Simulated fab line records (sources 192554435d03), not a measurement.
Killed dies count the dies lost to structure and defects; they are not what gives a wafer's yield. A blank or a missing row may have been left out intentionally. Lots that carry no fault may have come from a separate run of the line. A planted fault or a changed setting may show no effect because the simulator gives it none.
Which tool did it? + flow n5-finfet + Sampling: 24 lots, 72 wafers, 6 of 1938 route steps

## WHAT THE GAUGES SHOWED, per wafer
No reading from a measuring or inspecting step in the record can be judged against a usual standard deviation.

## WHAT TOOL EACH LOT RAN ON (gives the tool, then ch and the chambers of the sampled wafers, and finally the start)
| lot  | N5_BEOL_M4_STRIP_36                | N5_BEOL_M4_ETCH_41                            | N5_BEOL_M4_DEGAS_44          | N5_BEOL_M4_ANNEAL_82         | N5_BEOL_M4_SPUTTER_88        | N5_BEOL_M4_SPUTTER_90        |
|------|------------------------------------|-----------------------------------------------|------------------------------|------------------------------|------------------------------|------------------------------|
| L074 | rie-diel-01 ch 0,3, day 8 02:04    | rie-diel-01 ch 0,3, day 8 03:07 or earlier    | pvd-sputter-03, day 8 03:07  | pvd-sputter-01, day 8 04:34  | pvd-sputter-01, day 8 04:55  | pvd-sputter-01, day 8 05:08  |
| L076 | rie-diel-03 ch 1,2, day 8 05:46    | rie-diel-03 ch 1,2, day 8 06:16 or earlier    | pvd-sputter-01, day 8 06:16  | pvd-sputter-03, day 8 07:24  | pvd-sputter-03, day 8 07:46  | pvd-sputter-03, day 8 07:59  |
| L075 | rie-diel-01 ch 0,3, day 8 19:09    | rie-diel-01 ch 0,3, day 8 20:03 or earlier    | pvd-sputter-03, day 8 20:03  | pvd-sputter-03, day 8 21:16  | pvd-sputter-03, day 8 21:38  | pvd-sputter-03, day 8 21:51  |
| L077 | rie-diel-01 ch 0,1,2, day 8 23:45  | rie-diel-01 ch 0,1,2, day 9 00:28 or earlier  | pvd-sputter-01, day 9 00:28  | pvd-sputter-01, day 9 01:43  | pvd-sputter-01, day 9 02:05  | pvd-sputter-01, day 9 02:18  |
| L078 | rie-diel-04 ch 0,1,3, day 9 02:53  | rie-diel-04 ch 0,1,3, day 9 03:35 or earlier  | pvd-sputter-02, day 9 03:35  | pvd-sputter-01, day 9 04:41  | pvd-sputter-01, day 9 05:02  | pvd-sputter-01, day 9 05:16  |
| L080 | rie-diel-03 ch 0,1, day 9 08:32    | rie-diel-03 ch 0,1, day 9 09:29 or earlier    | pvd-sputter-02, day 9 09:29  | pvd-sputter-01, day 9 11:37  | pvd-sputter-01, day 9 11:59  | pvd-sputter-01, day 9 12:12  |
| L079 | rie-diel-04 ch 0,1, day 9 12:47    | rie-diel-04 ch 0,1, day 9 13:17 or earlier    | pvd-sputter-03, day 9 13:17  | pvd-sputter-03, day 9 14:42  | pvd-sputter-03, day 9 15:04  | pvd-sputter-03, day 9 15:17  |
| L082 | rie-diel-01 ch 2,3, day 9 16:14    | rie-diel-01 ch 2,3, day 9 16:54 or earlier    | pvd-sputter-03, day 9 16:54  | pvd-sputter-02, day 9 18:35  | pvd-sputter-02, day 9 18:56  | pvd-sputter-02, day 9 19:10  |
| L083 | rie-diel-01 ch 0,1, day 10 04:58   | rie-diel-01 ch 0,1, day 10 05:40 or earlier   | pvd-sputter-01, day 10 05:40 | pvd-sputter-02, day 10 06:50 | pvd-sputter-02, day 10 07:11 | pvd-sputter-02, day 10 07:25 |
| L081 | rie-diel-03 ch 1,2, day 10 05:10   | rie-diel-03 ch 1,2, day 10 05:44 or earlier   | pvd-sputter-02, day 10 05:44 | pvd-sputter-01, day 10 07:19 | pvd-sputter-01, day 10 07:40 | pvd-sputter-01, day 10 07:53 |
| L084 | rie-diel-01 ch 1,3, day 10 05:22   | rie-diel-01 ch 1,3, day 10 05:55 or earlier   | pvd-sputter-02, day 10 05:55 | pvd-sputter-03, day 10 08:34 | pvd-sputter-03, day 10 08:56 | pvd-sputter-03, day 10 09:09 |
| L085 | rie-diel-04 ch 1,2, day 10 22:56   | rie-diel-04 ch 1,2, day 10 23:33 or earlier   | pvd-sputter-01, day 10 23:33 | pvd-sputter-03, day 11 02:47 | pvd-sputter-03, day 11 03:08 | pvd-sputter-03, day 11 03:22 |
| L087 | rie-diel-03 ch 0,1,2, day 11 11:33 | rie-diel-03 ch 0,1,2, day 11 12:13 or earlier | pvd-sputter-03, day 11 12:13 | pvd-sputter-01, day 11 13:22 | pvd-sputter-01, day 11 13:43 | pvd-sputter-01, day 11 13:56 |
| L086 | rie-diel-04 ch 1,2, day 11 11:44   | rie-diel-04 ch 1,2, day 11 12:26 or earlier   | pvd-sputter-03, day 11 12:26 | pvd-sputter-02, day 11 14:08 | pvd-sputter-02, day 11 14:29 | pvd-sputter-02, day 11 14:43 |
| L088 | rie-diel-03 ch 1,2, day 11 17:53   | rie-diel-03 ch 1,2, day 11 18:44 or earlier   | pvd-sputter-01, day 11 18:44 | pvd-sputter-02, day 11 19:53 | pvd-sputter-02, day 11 20:14 | pvd-sputter-02, day 11 20:28 |
| L089 | rie-diel-04 ch 2,3, day 11 19:02   | rie-diel-04 ch 2,3, day 11 19:26 or earlier   | pvd-sputter-01, day 11 19:26 | pvd-sputter-02, day 11 21:49 | pvd-sputter-02, day 11 22:11 | pvd-sputter-02, day 11 22:24 |
| L090 | rie-diel-01 ch 2,3, day 11 19:04   | rie-diel-01 ch 2,3, day 11 19:33 or earlier   | pvd-sputter-01, day 11 19:33 | pvd-sputter-03, day 11 21:50 | pvd-sputter-03, day 11 22:12 | pvd-sputter-03, day 11 22:25 |
| L091 | rie-diel-03 ch 1,2,3, day 12 04:02 | rie-diel-03 ch 1,2,3, day 12 04:41 or earlier | pvd-sputter-03, day 12 04:41 | pvd-sputter-02, day 12 05:50 | pvd-sputter-02, day 12 06:11 | pvd-sputter-02, day 12 06:25 |
| L092 | rie-diel-01 ch 1,2, day 12 04:02   | rie-diel-01 ch 1,2, day 12 04:37 or earlier   | pvd-sputter-03, day 12 04:37 | pvd-sputter-03, day 12 05:43 | pvd-sputter-03, day 12 06:04 | pvd-sputter-03, day 12 06:17 |
| L093 | rie-diel-01 ch 0,1,2, day 12 23:32 | rie-diel-01 ch 0,1,2, day 12 23:59 or earlier | pvd-sputter-01, day 12 23:59 | pvd-sputter-03, day 13 02:38 | pvd-sputter-03, day 13 02:59 | pvd-sputter-03, day 13 03:13 |
| L095 | rie-diel-01 ch 0,1,3, day 13 03:37 | rie-diel-01 ch 0,1,3, day 13 04:08 or earlier | pvd-sputter-01, day 13 04:08 | pvd-sputter-03, day 13 05:35 | pvd-sputter-03, day 13 05:57 | pvd-sputter-03, day 13 06:10 |
| L094 | rie-diel-03 ch 1,2,3, day 13 05:13 | rie-diel-03 ch 1,2,3, day 13 05:43 or earlier | pvd-sputter-01, day 13 05:43 | pvd-sputter-01, day 13 06:53 | pvd-sputter-01, day 13 07:14 | pvd-sputter-01, day 13 07:28 |
| L096 | rie-diel-01 ch 1,2,3, day 13 06:22 | rie-diel-01 ch 1,2,3, day 13 07:05 or earlier | pvd-sputter-03, day 13 07:05 | pvd-sputter-03, day 13 08:14 | pvd-sputter-03, day 13 08:35 | pvd-sputter-03, day 13 08:49 |
| L097 | rie-diel-04 ch 0,1,2, day 13 22:38 | rie-diel-04 ch 0,1,2, day 13 23:08 or earlier | pvd-sputter-03, day 13 23:08 | pvd-sputter-03, day 14 00:28 | pvd-sputter-03, day 14 00:49 | pvd-sputter-03, day 14 01:02 |
- N5_BEOL_M4_STRIP_36: strips in N2/H2.
- N5_BEOL_M4_ETCH_41: etches SiCN in CH3F/O2, target depth 29.9 nm, time 52.5 s.
- N5_BEOL_M4_DEGAS_44: time 60 s.
- N5_BEOL_M4_ANNEAL_82: time 240 s.
- N5_BEOL_M4_SPUTTER_88: material Cu, target thk 4.5 nm, time 8.29 s.
- N5_BEOL_M4_SPUTTER_90: material Cu, target thk 4.5 nm, time 8.29 s.

## AS READ BY THE TOOLS THEMSELVES (means over the sampled wafers that have a number; for cases with no such wafer, the mark the record gives instead)
N5_BEOL_M4_STRIP_36. Usual: for drypump-motor-current-A, 5.6 A with a standard deviation of 0.37; for oes-product-au, 0.79 a.u. with a standard deviation of 0.089; for power-w, 449.9 W with a standard deviation of 1.4; for rf-vpp-V, 59.1 V with a standard deviation of 1.4; for showerhead-plenum-p-Torr, 2.51 Torr with a standard deviation of 0.067; for temp-c, 40.00 C with a standard deviation of 0.097; for throttle-valve-pct, 23.38 % with a standard deviation of 0.28.
| lot  | tool        | drypump-motor-current-A (A) | oes-product-au (a.u.) | power-w (W) | rf-vpp-V (V) | showerhead-plenum-p-Torr (Torr) | temp-c (C) | throttle-valve-pct (%) | flag |
|------|-------------|-----------------------------|-----------------------|-------------|--------------|---------------------------------|------------|------------------------|------|
| L074 | rie-diel-01 | 5.5                         | 0.71                  | 448.8       | 59.7         | 2.55                            | 40.01      | 23.41                  |      |
| L076 | rie-diel-03 | 5.5                         | 0.92                  | 449.9       | 58.1         | 2.59                            | 39.97      | 23.26                  |      |
| L075 | rie-diel-01 | 5.5                         | 0.70                  | 448.2       | 58.1         | 2.55                            | 40.09      | 23.41                  |      |
| L077 | rie-diel-01 | 5.8                         | 0.83                  | 451.7       | 59.7         | 2.49                            | 39.97      | 23.23                  |      |
| L078 | rie-diel-04 | 5.5                         | 0.78                  | 449.5       | 58.7         | 2.47                            | 39.99      | 23.51                  |      |
| L080 | rie-diel-03 | 5.5                         | 0.81                  | 448.3       | 59.8         | 2.56                            | 39.98      | 23.53                  |      |
| L079 | rie-diel-04 | 5.9                         | 0.78                  | 450.9       | 58.8         | 2.47                            | 39.97      | 23.29                  |      |
| L082 | rie-diel-01 | 5.7                         | 0.84                  | 450.0       | 58.0         | 2.54                            | 40.04      | 23.44                  |      |
| L083 | rie-diel-01 | 5.8                         | 0.79                  | 449.3       | 59.8         | 2.51                            | 40.06      | 23.12                  |      |
| L081 | rie-diel-03 | 5.3                         | 0.88                  | 449.9       | 59.2         | 2.58                            | 39.89      | 23.44                  |      |
| L084 | rie-diel-01 | 5.5                         | 0.73                  | 449.3       | 58.8         | 2.59                            | 39.99      | 23.36                  |      |
| L085 | rie-diel-04 | 5.4                         | 0.85                  | 451.6       | 59.1         | 2.46                            | 39.97      | 23.43                  |      |
| L087 | rie-diel-03 | 5.7                         | 0.80                  | 447.8       | 59.3         | 2.55                            | 40.03      | 23.39                  |      |
| L086 | rie-diel-04 | 5.4                         | 0.84                  | 450.2       | 59.3         | 2.46                            | 40.00      | 23.43                  |      |
| L088 | rie-diel-03 | 5.3                         | 0.85                  | 448.5       | 60.2         | 2.57                            | 39.92      | 23.46                  |      |
| L089 | rie-diel-04 | 5.1                         | 0.77                  | 448.9       | 58.4         | 2.44                            | 40.00      | 23.49                  |      |
| L090 | rie-diel-01 | 5.7                         | 0.82                  | 449.9       | 57.3         | 2.53                            | 40.05      | 23.48                  |      |
| L091 | rie-diel-03 | 5.4                         | 0.88                  | 450.7       | 60.0         | 2.55                            | 39.97      | 23.49                  |      |
| L092 | rie-diel-01 | 5.8                         | 0.83                  | 450.9       | 58.0         | 2.54                            | 40.04      | 23.17                  |      |
| L093 | rie-diel-01 | 5.8                         | 0.78                  | 450.2       | 59.8         | 2.48                            | 40.08      | 23.28                  |      |
| L095 | rie-diel-01 | 5.6                         | 0.72                  | 450.4       | 59.0         | 2.51                            | 40.05      | 23.29                  |      |
| L094 | rie-diel-03 | 5.4                         | 0.87                  | 450.9       | 58.8         | 2.55                            | 39.93      | 23.49                  |      |
| L096 | rie-diel-01 | 5.6                         | 0.77                  | 449.5       | 57.8         | 2.55                            | 40.00      | 23.38                  |      |
| L097 | rie-diel-04 | 5.7                         | 0.86                  | 447.9       | 59.2         | 2.45                            | 39.97      | 23.23                  |      |

N5_BEOL_M4_ETCH_41. Usual: drypump-motor-current-A 5.6 A, standard deviation 0.37; oes-product-au 0.79 a.u., standard deviation 0.086; rf-vpp-V 296.8 V, standard deviation 1.4; showerhead-plenum-p-Torr 1.98 Torr, standard deviation 0.06; throttle-valve-pct 16.23 %, standard deviation 0.24.
| lot  | tool        | drypump-motor-current-A (A) | oes-product-au (a.u.) | rf-vpp-V (V) | showerhead-plenum-p-Torr (Torr) | throttle-valve-pct (%) | flag |
|------|-------------|-----------------------------|-----------------------|--------------|---------------------------------|------------------------|------|
| L074 | rie-diel-01 | 5.4                         | 0.72                  | 298.0        | 2.02                            | 16.38                  |      |
| L076 | rie-diel-03 | 5.4                         | 0.92                  | 297.9        | 2.03                            | 15.85                  |      |
| L075 | rie-diel-01 | 5.4                         | 0.71                  | 297.1        | 2.02                            | 16.39                  |      |
| L077 | rie-diel-01 | 5.8                         | 0.83                  | 295.9        | 1.97                            | 16.11                  |      |
| L078 | rie-diel-04 | 5.5                         | 0.78                  | 296.7        | 1.93                            | 16.29                  |      |
| L080 | rie-diel-03 | 5.5                         | 0.83                  | 296.9        | 2.02                            | 16.28                  |      |
| L079 | rie-diel-04 | 5.8                         | 0.77                  | 295.9        | 1.95                            | 16.28                  |      |
| L082 | rie-diel-01 | 5.7                         | 0.83                  | 297.4        | 2.02                            | 16.26                  |      |
| L083 | rie-diel-01 | 5.7                         | 0.80                  | 296.8        | 1.99                            | 16.04                  |      |
| L081 | rie-diel-03 | 5.3                         | 0.88                  | 298.1        | 2.03                            | 16.03                  |      |
| L084 | rie-diel-01 | 5.4                         | 0.73                  | 298.0        | 2.07                            | 16.27                  |      |
| L085 | rie-diel-04 | 5.4                         | 0.84                  | 295.9        | 1.94                            | 16.12                  |      |
| L087 | rie-diel-03 | 5.7                         | 0.80                  | 297.8        | 2.01                            | 16.17                  |      |
| L086 | rie-diel-04 | 5.4                         | 0.84                  | 296.0        | 1.94                            | 16.15                  |      |
| L088 | rie-diel-03 | 5.3                         | 0.86                  | 298.3        | 2.03                            | 16.07                  |      |
| L089 | rie-diel-04 | 5.1                         | 0.75                  | 295.9        | 1.92                            | 16.30                  |      |
| L090 | rie-diel-01 | 5.7                         | 0.81                  | 297.0        | 2.01                            | 16.28                  |      |
| L091 | rie-diel-03 | 5.4                         | 0.89                  | 296.9        | 2.00                            | 16.08                  |      |
| L092 | rie-diel-01 | 5.8                         | 0.83                  | 297.3        | 2.01                            | 16.03                  |      |
| L093 | rie-diel-01 | 5.8                         | 0.78                  | 296.7        | 1.96                            | 16.18                  |      |
| L095 | rie-diel-01 | 5.6                         | 0.72                  | 297.6        | 1.99                            | 16.29                  |      |
| L094 | rie-diel-03 | 5.4                         | 0.87                  | 297.5        | 2.00                            | 16.11                  |      |
| L096 | rie-diel-01 | 5.7                         | 0.78                  | 297.0        | 2.03                            | 16.22                  |      |
| L097 | rie-diel-04 | 5.6                         | 0.84                  | 295.5        | 1.93                            | 16.10                  |      |

N5_BEOL_M4_DEGAS_44. Usual: heater-power-w reads 330 W (standard deviation 40).
| lot  | tool           | heater-power-w (W) | flag |
|------|----------------|--------------------|------|
| L074 | pvd-sputter-03 | 356                |      |
| L076 | pvd-sputter-01 | 287                |      |
| L075 | pvd-sputter-03 | 357                |      |
| L077 | pvd-sputter-01 | 313                |      |
| L078 | pvd-sputter-02 | 326                |      |
| L080 | pvd-sputter-02 | 327                |      |
| L079 | pvd-sputter-03 | 370                |      |
| L082 | pvd-sputter-03 | 361                |      |
| L083 | pvd-sputter-01 | 323                |      |
| L081 | pvd-sputter-02 | 320                |      |
| L084 | pvd-sputter-02 | 333                |      |
| L085 | pvd-sputter-01 | 282                |      |
| L087 | pvd-sputter-03 | 355                |      |
| L086 | pvd-sputter-03 | 362                |      |
| L088 | pvd-sputter-01 | 313                |      |
| L089 | pvd-sputter-01 | 310                |      |
| L090 | pvd-sputter-01 | 287                |      |
| L091 | pvd-sputter-03 | 340                |      |
| L092 | pvd-sputter-03 | 345                |      |
| L093 | pvd-sputter-01 | 283                |      |
| L095 | pvd-sputter-01 | 314                |      |
| L094 | pvd-sputter-01 | 309                |      |
| L096 | pvd-sputter-03 | 371                |      |
| L097 | pvd-sputter-03 | 355                |      |

N5_BEOL_M4_ANNEAL_82. Usual: heater-power-w reads 840 W (standard deviation 96).
| lot  | tool           | heater-power-w (W) | flag |
|------|----------------|--------------------|------|
| L074 | pvd-sputter-01 | 782                |      |
| L076 | pvd-sputter-03 | 928                |      |
| L075 | pvd-sputter-03 | 954                |      |
| L077 | pvd-sputter-01 | 699                |      |
| L078 | pvd-sputter-01 | 794                |      |
| L080 | pvd-sputter-01 | 790                |      |
| L079 | pvd-sputter-03 | 886                |      |
| L082 | pvd-sputter-02 | 812                |      |
| L083 | pvd-sputter-02 | 789                |      |
| L081 | pvd-sputter-01 | 791                |      |
| L084 | pvd-sputter-03 | 896                |      |
| L085 | pvd-sputter-03 | 902                |      |
| L087 | pvd-sputter-01 | 717                |      |
| L086 | pvd-sputter-02 | 776                |      |
| L088 | pvd-sputter-02 | 819                |      |
| L089 | pvd-sputter-02 | 804                |      |
| L090 | pvd-sputter-03 | 945                |      |
| L091 | pvd-sputter-02 | 786                |      |
| L092 | pvd-sputter-03 | 908                |      |
| L093 | pvd-sputter-03 | 925                |      |
| L095 | pvd-sputter-03 | 951                |      |
| L094 | pvd-sputter-01 | 725                |      |
| L096 | pvd-sputter-03 | 885                |      |
| L097 | pvd-sputter-03 | 918                |      |

N5_BEOL_M4_SPUTTER_88. Usual: throttle-valve-pct reads 30.4 % (standard deviation 0.8).
| lot  | tool           | throttle-valve-pct (%) | flag |
|------|----------------|------------------------|------|
| L074 | pvd-sputter-01 | 30.2                   |      |
| L076 | pvd-sputter-03 | 30.1                   |      |
| L075 | pvd-sputter-03 | 30.0                   |      |
| L077 | pvd-sputter-01 | 30.8                   |      |
| L078 | pvd-sputter-01 | 30.2                   |      |
| L080 | pvd-sputter-01 | 30.4                   |      |
| L079 | pvd-sputter-03 | 30.4                   |      |
| L082 | pvd-sputter-02 | 30.4                   |      |
| L083 | pvd-sputter-02 | 30.5                   |      |
| L081 | pvd-sputter-01 | 30.1                   |      |
| L084 | pvd-sputter-03 | 30.3                   |      |
| L085 | pvd-sputter-03 | 30.6                   |      |
| L087 | pvd-sputter-01 | 30.6                   |      |
| L086 | pvd-sputter-02 | 30.9                   |      |
| L088 | pvd-sputter-02 | 31.5                   |      |
| L089 | pvd-sputter-02 | 30.4                   |      |
| L090 | pvd-sputter-03 | 29.9                   |      |
| L091 | pvd-sputter-02 | 30.0                   |      |
| L092 | pvd-sputter-03 | 30.4                   |      |
| L093 | pvd-sputter-03 | 30.3                   |      |
| L095 | pvd-sputter-03 | 30.0                   |      |
| L094 | pvd-sputter-01 | 30.7                   |      |
| L096 | pvd-sputter-03 | 30.5                   |      |
| L097 | pvd-sputter-03 | 30.3                   |      |

N5_BEOL_M4_SPUTTER_90. Usual: throttle-valve-pct reads 30.4 % (standard deviation 0.78).
| lot  | tool           | throttle-valve-pct (%) | flag |
|------|----------------|------------------------|------|
| L074 | pvd-sputter-01 | 30.2                   |      |
| L076 | pvd-sputter-03 | 30.2                   |      |
| L075 | pvd-sputter-03 | 30.0                   |      |
| L077 | pvd-sputter-01 | 30.6                   |      |
| L078 | pvd-sputter-01 | 30.3                   |      |
| L080 | pvd-sputter-01 | 30.2                   |      |
| L079 | pvd-sputter-03 | 30.5                   |      |
| L082 | pvd-sputter-02 | 30.5                   |      |
| L083 | pvd-sputter-02 | 30.5                   |      |
| L081 | pvd-sputter-01 | 30.1                   |      |
| L084 | pvd-sputter-03 | 30.3                   |      |
| L085 | pvd-sputter-03 | 30.6                   |      |
| L087 | pvd-sputter-01 | 30.7                   |      |
| L086 | pvd-sputter-02 | 31.0                   |      |
| L088 | pvd-sputter-02 | 31.5                   |      |
| L089 | pvd-sputter-02 | 30.3                   |      |
| L090 | pvd-sputter-03 | 30.0                   |      |
| L091 | pvd-sputter-02 | 29.9                   |      |
| L092 | pvd-sputter-03 | 30.5                   |      |
| L093 | pvd-sputter-03 | 30.3                   |      |
| L095 | pvd-sputter-03 | 30.0                   |      |
| L094 | pvd-sputter-01 | 30.6                   |      |
| L096 | pvd-sputter-03 | 30.3                   |      |
| L097 | pvd-sputter-03 | 30.2                   |      |

## THE ANSWER, worked out from the rows above alone
Rule: take the mean of a lot's wafers that have a number; if it is more than 3 standard deviations from the usual mean, the lot is off. Also off: a lot with no number at a reading for which 4 or more lots have one. Any other lot the step has rows for is counted as sound. After the gauges, taken in route order, come the tools' own readings; for these a lot's mean is taken, as printed above. At the first step where some lot is off, the reading lying furthest off is the one used; lots without a number count as furthest.
No lot is off at any reading shown: from this, nothing can be told.

## WHAT THE SIMULATOR HAD INSERTED
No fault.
